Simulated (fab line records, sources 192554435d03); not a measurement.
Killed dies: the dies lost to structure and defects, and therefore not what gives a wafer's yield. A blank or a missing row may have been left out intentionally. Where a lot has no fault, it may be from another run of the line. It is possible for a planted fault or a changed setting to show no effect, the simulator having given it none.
What tool caused it? || flow n5 finfet || route of 1938 steps, sampled at 1 step: 24 lots, 72 wafers

## WHAT THE GAUGES SHOWED, per wafer
N5_BEOL_M2_THK_MEAS_53: measures by xrf. Usual: M2_THK gives 39.6 nm (standard deviation 2).
{"lot": "L074", "measured": "day 7 05:02", "on": "film metro-01", "M2_THK (nm)": "40.1 40.3 40.9", "flag": ""}
{"lot": "L075", "measured": "day 7 05:22", "on": "film metro-02", "M2_THK (nm)": "41.2 38.7 41.7", "flag": ""}
{"lot": "L077", "measured": "day 8 17:25", "on": "film metro-02", "M2_THK (nm)": "40.8 41.4 39.9", "flag": ""}
{"lot": "L078", "measured": "day 9 18:17", "on": "film metro-02", "M2_THK (nm)": "33.6 41.1 41.6", "flag": ""}
{"lot": "L083", "measured": "day 9 21:46", "on": "film metro-02", "M2_THK (nm)": "39.1 40.9 40.9", "flag": ""}
{"lot": "L076", "measured": "day 9 21:54", "on": "film metro-01", "M2_THK (nm)": "36.8 40.4 39.8", "flag": ""}
{"lot": "L080", "measured": "day 9 22:13", "on": "film metro-01", "M2_THK (nm)": "33.8 39.5 41.1", "flag": ""}
{"lot": "L079", "measured": "day 10 00:39", "on": "film metro-01", "M2_THK (nm)": "41.2 40.1 33.9", "flag": ""}
{"lot": "L081", "measured": "day 10 00:56", "on": "film metro-01", "M2_THK (nm)": "42.5 38.9 45.1", "flag": ""}
{"lot": "L082", "measured": "day 10 08:12", "on": "film metro-02", "M2_THK (nm)": "41.3 33.7 42.1", "flag": ""}
{"lot": "L084", "measured": "day 10 10:17", "on": "film metro-01", "M2_THK (nm)": "41.5 40.1 39.9", "flag": ""}
{"lot": "L085", "measured": "day 10 12:07", "on": "film metro-01", "M2_THK (nm)": "41.6 39.2 39.9", "flag": ""}
{"lot": "L088", "measured": "day 10 14:46", "on": "film metro-02", "M2_THK (nm)": "37.0 40.6 41.6", "flag": ""}
{"lot": "L086", "measured": "day 10 14:58", "on": "film metro-01", "M2_THK (nm)": "39.3 38.0 37.6", "flag": ""}
{"lot": "L087", "measured": "day 10 20:04", "on": "film metro-02", "M2_THK (nm)": "38.5 39.4 36.7", "flag": ""}
{"lot": "L089", "measured": "day 11 05:20", "on": "film metro-02", "M2_THK (nm)": "39.0 41.9 42.2", "flag": ""}
{"lot": "L090", "measured": "day 11 16:28", "on": "film metro-02", "M2_THK (nm)": "39.3 39.5 37.4", "flag": ""}
{"lot": "L091", "measured": "day 12 02:44", "on": "film metro-02", "M2_THK (nm)": "36.9 37.5 39.0", "flag": ""}
{"lot": "L092", "measured": "day 12 08:28", "on": "film metro-01", "M2_THK (nm)": "39.6 40.9 42.4", "flag": ""}
{"lot": "L093", "measured": "day 12 15:04", "on": "film metro-02", "M2_THK (nm)": "39.2 37.8 41.1", "flag": ""}
{"lot": "L094", "measured": "day 12 17:07", "on": "film metro-02", "M2_THK (nm)": "37.4 40.2 39.2", "flag": ""}
{"lot": "L095", "measured": "day 12 20:15", "on": "film metro-02", "M2_THK (nm)": "39.1 39.7 40.7", "flag": ""}
{"lot": "L096", "measured": "day 13 06:07", "on": "film metro-01", "M2_THK (nm)": "39.4 41.5 37.9", "flag": ""}
{"lot": "L097", "measured": "day 13 12:27", "on": "film metro-02", "M2_THK (nm)": "40.9 40.8 42.3", "flag": ""}

## EACH LOT AND THE TOOL THAT RAN IT (in order: tool; ch and the chambers of the sampled wafers; start)
The record shows no process step preceding these readings.

## AS READ BY THE TOOLS THEMSELVES (means over the sampled wafers that have a number; for cases with no such wafer, the mark the record gives instead)
The record holds no such reading with a usual standard deviation.

## THE ANSWER, worked out from the rows above alone
Rule: lot off if the mean of its wafers having a number is beyond 3 standard deviations from the usual mean. Also off: a lot with no number at a reading for which 4 or more lots have one. Where the step has rows for the other lots, those lots are counted as sound. After the gauges, taken in route order, come the tools' own readings; for these a lot's mean is taken, as printed above. At the first step where some lot is off, the reading lying furthest off is the one used; lots without a number count as furthest.
None of the lots is off at any reading shown; this tells nothing.

## WHAT THE SIMULATOR PUT IN
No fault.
